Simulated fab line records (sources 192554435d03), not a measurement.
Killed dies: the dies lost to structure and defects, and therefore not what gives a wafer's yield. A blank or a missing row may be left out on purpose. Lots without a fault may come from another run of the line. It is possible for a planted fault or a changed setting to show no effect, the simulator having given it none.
Split-lot experiment ; flow n5Finfet ; route with 1938 steps; 7 lots, 39 wafers read

## ABOUT THE SPLIT
At N5_MOL_CONTACT_COAG_ETCH_91 (etches SOC in N2/H2, target depth 60 nm, overetch 21 nm, time 101.2 s), the setting sourceW was moved away from the recipe's 840 W on 12 of the 39 wafers read, by +7.3% to +12.9%. All remaining wafers had this setting at the recipe value.

The reading comes from the split's own step.

## THE READING
rfVppV, in V, at N5_MOL_CONTACT_COAG_ETCH_91 (etches SOC in N2/H2, target depth 60 nm, overetch 21 nm, time 101.2 s). Typical for fault-free wafers on this fab line: 524.9 V, with standard deviation 2 V.

wafer;tool, chamber at the split;sourceW as run, W;against the recipe;rfVppV, V;against lot-mates on the recipe
L075.1;rieDiel-01, 1;840;recipe;523.3;-
L075.2;rieDiel-01, 0;901.6;+7.3%;516.6;-6.4
L075.3;rieDiel-01, 2;840;recipe;521.9;-
L075.4;rieDiel-01, 3;840;recipe;523.8;-
L075.5;rieDiel-01, 2;901.6;+7.3%;509.5;-13.5
L075.6;rieDiel-01, 1;901.6;+7.3%;513.9;-9.1
L076.1;rieDiel-04, 2;840;recipe;527.0;-
L076.2;rieDiel-04, 0;840;recipe;520.3;-
L076.3;rieDiel-04, 1;840;recipe;524.9;-
L076.4;rieDiel-04, 3;840;recipe;526.8;-
L076.5;rieDiel-04, 0;840;recipe;520.3;-
L076.6;rieDiel-04, 3;840;recipe;526.3;-
L078.1;rieDiel-06, 0;948;+12.9%;503.0;-23.0
L078.2;rieDiel-06, 3;840;recipe;525.5;-
L078.3;rieDiel-06, 1;948;+12.9%;504.5;-21.5
L078.4;rieDiel-06, 2;840;recipe;526.6;-
L078.5;rieDiel-06, 0;948;+12.9%;503.5;-22.5
L078.6;rieDiel-06, 1;840;recipe;525.9;-
L079.1;rieDiel-04, 3;840;recipe;526.4;-
L079.2;rieDiel-04, 2;919.5;+9.5%;511.4;-13.8
L079.3;rieDiel-04, 1;919.5;+9.5%;509.5;-15.7
L079.4;rieDiel-04, 1;840;recipe;523.5;-
L079.5;rieDiel-04, 2;840;recipe;525.6;-
L079.6;rieDiel-04, 3;919.5;+9.5%;510.9;-14.3
L080.1;rieDiel-04, 3;917.5;+9.2%;512.4;-13.5
L080.2;rieDiel-04, 1;840;recipe;525.2;-
L080.3;rieDiel-04, 2;840;recipe;526.3;-
L080.4;rieDiel-04, 3;840;recipe;526.1;-
L080.5;rieDiel-04, 2;917.5;+9.2%;512.4;-13.5
L080.6;rieDiel-04, 1;917.5;+9.2%;508.9;-17.0
L083.1;rieDiel-04, 3;840;recipe;526.4;-
L083.2;rieDiel-04, 2;840;recipe;526.5;-
L083.3;rieDiel-04, 1;840;recipe;524.8;-
L083.4;rieDiel-04, 0;840;recipe;526.8;-
L083.5;rieDiel-04, 2;840;recipe;524.6;-
L083.6;rieDiel-04, 1;840;recipe;524.8;-
L089.4;rieDiel-01, 1;840;recipe;524.8;-
L089.5;rieDiel-01, 3;840;recipe;524.6;-
L089.6;rieDiel-01, 0;840;recipe;526.0;-

THE FIT
A straight line over all 39 wafers: rfVppV changes by -1.59 V for each +1% of sourceW; r = -0.97; the points scatter about the line by 1.9 V.
The same after taking each lot's own level away (the mean of its wafers on the recipe; 39 wafers): -1.61 V for each +1%; r = -0.97; scatter 1.8 V.
The reading moves by 21 V for the largest change in sourceW, on that fit.
From 523.00 to 526.00 V: that is the span of the lots' own levels, equal to 1.5 times the standard deviation above.
Hence the lot-to-lot level has little effect on the slope; both slopes agree.
Check: with one of the wafers moved furthest among these (+12.9%) left out of the fit, the line predicts -20.2 V for it against its lot-mates. It came out at -23 V against them.
Tool readings at the split's step, against how far the setting was moved: rfVppV r = -0.97.

## THE OTHER SPLITS THESE WAFERS WENT THROUGH
These wafers also went through other splits before the reading. Each is held against what the fit with the lots' levels taken away leaves over:
other split on the same wafers;wafers away from the commonest value;r with rfVppV (lot level and that fit taken away)
N5_GATE_CUT_ETCH_37 biasW;18;-0.10

## FILE'S OWN FIT
rfVppV changes by -1.6 V for each +1% of sourceW, r = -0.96.
